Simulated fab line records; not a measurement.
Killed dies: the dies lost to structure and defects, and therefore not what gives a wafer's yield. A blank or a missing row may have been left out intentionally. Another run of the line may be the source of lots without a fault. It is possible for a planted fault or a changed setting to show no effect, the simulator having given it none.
fab line records -- flow nand-harc -- part 2 of 2: steps 17 to 23 of 23
record lots=5, wafers=15, last-day=33
route steps=1302 shown A_CONTACT@993
lots that met no fault: from a run of the same line without faults
start-h: start of the lot's first displayed wafer, in hours after the record's first day -- wait-h: time in hours since the lot's previous step -- " repeats the value in the row above -- L1.1+2: a row that stands for several wafers -- - either no value or no given start -- * or withheld: withheld -- < > ~ a bound
route shown NAME@n: a module of which the file shows steps, and the number in the route of the first -- usual: mean/standard deviation of fault-free wafers -- same: alike in all rows -- chamber/n: place in a boat -- sites: per-site readings -- _std_site: how widely they spread, as a standard deviation -- _edge_site: the outer-site mean with the inner-site mean subtracted -- radius-mm: for every site, how far away it sits from the centre of the wafer -- mask NAME#n: copy n -- behind: the most recent tool/chamber to have shaped the wafer -- hold: the reason the lot was held/the length of the hold in hours/how it ended -- device: which transistor (n, p or np) failed to switch -- end of line: the same wafers' tests at the end of the route -- where a step has no rows: the recipe by itself -- killed: dies that structure and defects cost at the first sort, which is not the same as the wafer's yield -- map: a wafer's dies, marking killed ones x, the rest . and places with no die _
set.NAME: the setting as run; set.NAME@STEP: as run at that earlier step -- model.NAME: the simulator's own value behind a step, which no gauge read
certain route steps with their lots: each step a table, each wafer a row
services: when a tool's chamber went out of use (start-h, in hours from the record's first day, below 0 if earlier), for how many hours, and the reason
## steps
# step NHARC_A_CONTACT_ETCH_115
# recipe source-w=withheld, pressure-mtorr=20, bias-v=3000, time-s=190, target-depth-a=18500, ar-flow-sccm=withheld, c4f8-flow-sccm=withheld, o2-flow-sccm=withheld, chemistry=C4F8/O2/Ar
# usual chamber-pressure-mTorr=20.000/0.02, oes-air-line-au=1.002/0.019
lot.wafer,tool,chamber,start-h,wait-h,chamber-pressure-mTorr,oes-air-line-au,rf-hours-counter-h
L074.1,har-cap-etch-03,0,500.66,0.1,20.023,1.054,41
L074.4,har-cap-etch-03,1,500.66,0.1,20.008,0.969,-
L074.6,har-cap-etch-03,0,500.66,0.1,20.019,1.050,-
L075.1,har-cap-etch-02,0,520.79,0.1,19.986,1.021,87
L075.3,har-cap-etch-02,0,520.79,0.1,19.960,1.026,-
L075.6,har-cap-etch-02,0,520.79,0.1,20.024,1.021,-
L087.1,har-cap-etch-03,1,613.28,0.2,19.998,0.985,61
L087.3,har-cap-etch-03,1,613.28,0.2,19.995,0.982,-
L087.6,har-cap-etch-03,0,613.28,0.2,20.004,1.020,-
L093.4,har-cap-etch-02,0,692.88,0.1,19.980,1.023,-
L093.3,har-cap-etch-02,1,692.88,0.1,19.991,0.990,-
L093.5,har-cap-etch-02,0,692.88,0.1,20.000,1.021,-
L097.2,har-cap-etch-01,1,722.35,0.1,19.969,1.035,42
L097.1,har-cap-etch-01,0,722.35,0.1,20.005,0.969,42
L097.5,har-cap-etch-01,1,722.35,0.1,20.013,0.978,-
# step NHARC_A_CONTACT_ETCH_116
# recipe source-w=withheld, pressure-mtorr=20, bias-v=3000, time-s=190, target-depth-a=18500, ar-flow-sccm=withheld, c4f8-flow-sccm=withheld, o2-flow-sccm=withheld, chemistry=C4F8/O2/Ar
# usual chamber-pressure-mTorr=19.998/0.018, oes-air-line-au=1.001/0.02
lot.wafer,tool,chamber,start-h,wait-h,chamber-pressure-mTorr,oes-air-line-au,rf-hours-counter-h
L074.1,har-cap-etch-03,0,500.83,0.1,20.011,0.990,41
L074.4,har-cap-etch-03,1,500.83,0.1,19.998,0.977,-
L074.6,har-cap-etch-03,0,500.83,0.1,20.002,0.990,-
L075.1,har-cap-etch-02,0,520.96,0.1,20.009,1.001,87
L075.3,har-cap-etch-02,0,520.96,0.1,19.996,0.994,-
L075.6,har-cap-etch-02,0,520.96,0.1,19.972,0.989,-
L087.1,har-cap-etch-03,1,613.51,0.2,20.007,0.981,61
L087.3,har-cap-etch-03,1,613.51,0.2,19.980,1.000,-
L087.6,har-cap-etch-03,0,613.51,0.2,19.992,0.997,-
L093.4,har-cap-etch-02,0,693.05,0.1,20.016,1.004,-
L093.3,har-cap-etch-02,1,693.05,0.1,20.003,1.014,-
L093.5,har-cap-etch-02,0,693.05,0.1,19.983,0.998,-
L097.2,har-cap-etch-01,1,722.53,0.1,19.990,1.000,42
L097.1,har-cap-etch-01,0,722.53,0.1,20.028,0.985,42
L097.5,har-cap-etch-01,1,722.53,0.1,20.005,0.949,-
# step NHARC_A_CONTACT_ETCH_117
# recipe source-w=withheld, pressure-mtorr=20, bias-v=3000, time-s=190, target-depth-a=18500, ar-flow-sccm=withheld, c4f8-flow-sccm=withheld, o2-flow-sccm=withheld, chemistry=C4F8/O2/Ar
# usual chamber-pressure-mTorr=20.002/0.019, oes-air-line-au=0.997/0.02
lot.wafer,tool,chamber,start-h,wait-h,chamber-pressure-mTorr,oes-air-line-au,rf-hours-counter-h
L074.1,har-cap-etch-03,0,501.00,0.1,19.980,1.036,42
L074.4,har-cap-etch-03,1,501.00,0.1,20.000,1.049,-
L074.6,har-cap-etch-03,0,501.00,0.1,20.032,1.000,-
L075.1,har-cap-etch-02,0,521.13,0.1,20.006,0.996,87
L075.3,har-cap-etch-02,0,521.13,0.1,19.980,1.003,-
L075.6,har-cap-etch-02,0,521.13,0.1,19.989,0.996,-
L087.1,har-cap-etch-03,1,613.74,0.2,19.993,1.023,61
L087.3,har-cap-etch-03,1,613.74,0.2,20.019,1.013,-
L087.6,har-cap-etch-03,0,613.74,0.2,20.015,0.991,-
L093.4,har-cap-etch-02,0,693.23,0.1,19.974,0.955,-
L093.3,har-cap-etch-02,1,693.23,0.1,20.007,0.980,-
L093.5,har-cap-etch-02,0,693.23,0.1,20.003,0.963,-
L097.2,har-cap-etch-01,1,722.70,0.1,20.016,1.005,42
L097.1,har-cap-etch-01,0,722.70,0.1,19.995,0.985,42
L097.5,har-cap-etch-01,1,722.70,0.1,19.994,0.997,-
# step NHARC_A_CONTACT_ETCH_118
# recipe source-w=withheld, pressure-mtorr=20, bias-v=3000, time-s=190, target-depth-a=18500, ar-flow-sccm=withheld, c4f8-flow-sccm=withheld, o2-flow-sccm=withheld, chemistry=C4F8/O2/Ar
# usual chamber-pressure-mTorr=19.998/0.018, oes-air-line-au=0.998/0.017
lot.wafer,tool,chamber,start-h,wait-h,chamber-pressure-mTorr,oes-air-line-au,rf-hours-counter-h
L074.1,har-cap-etch-03,0,501.17,0.1,20.013,0.970,42
L074.4,har-cap-etch-03,1,501.17,0.1,20.022,0.997,-
L074.6,har-cap-etch-03,0,501.17,0.1,20.018,0.993,-
L075.1,har-cap-etch-02,0,521.30,0.1,19.984,0.993,87
L075.3,har-cap-etch-02,0,521.30,0.1,20.000,1.021,-
L075.6,har-cap-etch-02,0,521.30,0.1,19.993,1.027,-
L087.1,har-cap-etch-03,1,613.97,0.2,20.005,1.008,61
L087.3,har-cap-etch-03,1,613.97,0.2,19.983,1.006,-
L087.6,har-cap-etch-03,0,613.97,0.2,19.979,0.995,-
L093.4,har-cap-etch-02,0,693.40,0.1,19.992,1.006,-
L093.3,har-cap-etch-02,1,693.40,0.1,19.971,0.997,-
L093.5,har-cap-etch-02,0,693.40,0.1,19.979,1.006,-
L097.2,har-cap-etch-01,1,722.87,0.1,20.013,0.999,42
L097.1,har-cap-etch-01,0,722.87,0.1,19.963,1.029,42
L097.5,har-cap-etch-01,1,722.87,0.1,20.007,0.982,-
# step NHARC_A_CONTACT_ETCH_119
# recipe source-w=withheld, pressure-mtorr=20, bias-v=3000, time-s=190, target-depth-a=18500, ar-flow-sccm=withheld, c4f8-flow-sccm=withheld, o2-flow-sccm=withheld, chemistry=C4F8/O2/Ar
# usual chamber-pressure-mTorr=20.001/0.018, oes-air-line-au=0.998/0.019
lot.wafer,tool,chamber,start-h,wait-h,chamber-pressure-mTorr,oes-air-line-au,rf-hours-counter-h
L074.1,har-cap-etch-03,0,501.34,0.1,20.019,0.988,42
L074.4,har-cap-etch-03,1,501.34,0.1,19.995,0.973,-
L074.6,har-cap-etch-03,0,501.34,0.1,19.986,0.993,-
L075.1,har-cap-etch-02,0,521.47,0.1,20.018,1.001,87
L075.3,har-cap-etch-02,0,521.47,0.1,19.984,1.010,-
L075.6,har-cap-etch-02,0,521.47,0.1,19.987,1.016,-
L087.1,har-cap-etch-03,1,614.19,0.2,19.972,1.032,61
L087.3,har-cap-etch-03,1,614.19,0.2,20.002,1.014,-
L087.6,har-cap-etch-03,0,614.19,0.2,20.009,1.019,-
L093.4,har-cap-etch-02,0,693.57,0.1,19.989,1.021,-
L093.3,har-cap-etch-02,1,693.57,0.1,20.018,0.970,-
L093.5,har-cap-etch-02,0,693.57,0.1,20.032,1.000,-
L097.2,har-cap-etch-01,1,723.04,0.1,20.013,1.023,42
L097.1,har-cap-etch-01,0,723.04,0.1,20.019,0.994,42
L097.5,har-cap-etch-01,1,723.04,0.1,19.987,1.000,-
# step NHARC_A_CONTACT_ETCH_120
# recipe source-w=withheld, pressure-mtorr=20, bias-v=3000, time-s=190, target-depth-a=18500, ar-flow-sccm=withheld, c4f8-flow-sccm=withheld, o2-flow-sccm=withheld, chemistry=C4F8/O2/Ar
# usual chamber-pressure-mTorr=20.000/0.017, oes-air-line-au=1.002/0.018
lot.wafer,tool,chamber,start-h,wait-h,chamber-pressure-mTorr,oes-air-line-au,rf-hours-counter-h
L074.1,har-cap-etch-03,0,501.51,0.1,19.991,0.997,42
L074.4,har-cap-etch-03,1,501.51,0.1,20.026,1.021,-
L074.6,har-cap-etch-03,0,501.51,0.1,19.934,1.006,-
L075.1,har-cap-etch-02,0,521.64,0.1,19.988,1.015,87
L075.3,har-cap-etch-02,0,521.64,0.1,20.001,1.009,-
L075.6,har-cap-etch-02,0,521.64,0.1,20.012,1.055,-
L087.1,har-cap-etch-03,1,614.42,0.2,20.006,1.017,61
L087.3,har-cap-etch-03,1,614.42,0.2,19.999,1.020,-
L087.6,har-cap-etch-03,0,614.42,0.2,19.979,0.995,-
L093.4,har-cap-etch-02,0,693.74,0.1,20.009,0.992,-
L093.3,har-cap-etch-02,1,693.74,0.1,20.002,0.994,-
L093.5,har-cap-etch-02,0,693.74,0.1,19.993,0.983,-
L097.2,har-cap-etch-01,1,723.21,0.1,19.999,0.987,42
L097.1,har-cap-etch-01,0,723.21,0.1,20.017,0.997,42
L097.5,har-cap-etch-01,1,723.21,0.1,20.014,1.024,-
# step NHARC_A_CONTACT_ETCH_121
# recipe source-w=withheld, pressure-mtorr=20, bias-v=3000, time-s=190, target-depth-a=18500, ar-flow-sccm=withheld, c4f8-flow-sccm=withheld, o2-flow-sccm=withheld, chemistry=C4F8/O2/Ar
# usual chamber-pressure-mTorr=20.001/0.018, oes-air-line-au=1.001/0.02
lot.wafer,tool,chamber,start-h,wait-h,chamber-pressure-mTorr,oes-air-line-au,rf-hours-counter-h
L074.1,har-cap-etch-03,0,501.68,0.1,19.993,0.988,42
L074.4,har-cap-etch-03,1,501.68,0.1,20.041,0.985,-
L074.6,har-cap-etch-03,0,501.68,0.1,19.998,0.996,-
L075.1,har-cap-etch-02,0,521.81,0.1,20.021,1.029,88
L075.3,har-cap-etch-02,0,521.81,0.1,20.004,0.994,-
L075.6,har-cap-etch-02,0,521.81,0.1,19.979,1.012,-
L087.1,har-cap-etch-03,1,614.64,0.2,19.976,0.987,62
L087.3,har-cap-etch-03,1,614.64,0.2,19.983,0.995,-
L087.6,har-cap-etch-03,0,614.64,0.2,19.969,0.997,-
L093.4,har-cap-etch-02,0,693.91,0.1,19.965,0.987,-
L093.3,har-cap-etch-02,1,693.91,0.1,20.003,1.030,-
L093.5,har-cap-etch-02,0,693.91,0.1,20.020,0.993,-
L097.2,har-cap-etch-01,1,723.38,0.1,19.996,1.048,43
L097.1,har-cap-etch-01,0,723.38,0.1,19.969,1.020,43
L097.5,har-cap-etch-01,1,723.38,0.1,20.011,1.019,-
## services
tool,chamber,start-h,hours,kind
rie-diel-01,2,478.00,8.0,repair
arfi-scanner-02,-,485.46,4.0,pm
har-cap-etch-01,-,497.00,17.0,pm
har-cap-etch-02,-,503.20,1.2,repair
rie-diel-05,2,504.00,8.9,repair
litho-track-01,-,505.00,7.0,pm
arfi-scanner-02,-,505.18,1.8,repair
litho-track-06,-,529.00,7.0,pm
litho-track-04,-,553.00,7.0,pm
rie-diel-01,-,559.09,9.0,pm
rie-diel-05,0,561.94,66.9,repair
rie-diel-05,-,583.72,9.0,pm
arfi-scanner-01,-,597.43,4.0,pm
rie-diel-12,-,623.27,9.0,pm
rie-diel-01,2,628.54,2.9,repair
rie-diel-05,3,645.74,6.0,repair
arfi-scanner-02,-,657.46,4.0,pm
arfi-scanner-01,-,673.66,1.2,repair
rie-diel-05,1,678.73,14.6,repair
litho-track-01,-,680.00,7.0,pm
arfi-scanner-01,-,702.19,2.9,repair
litho-track-06,-,704.00,7.0,pm
rie-diel-05,2,714.70,11.4,repair
rie-diel-05,0,719.54,5.1,repair
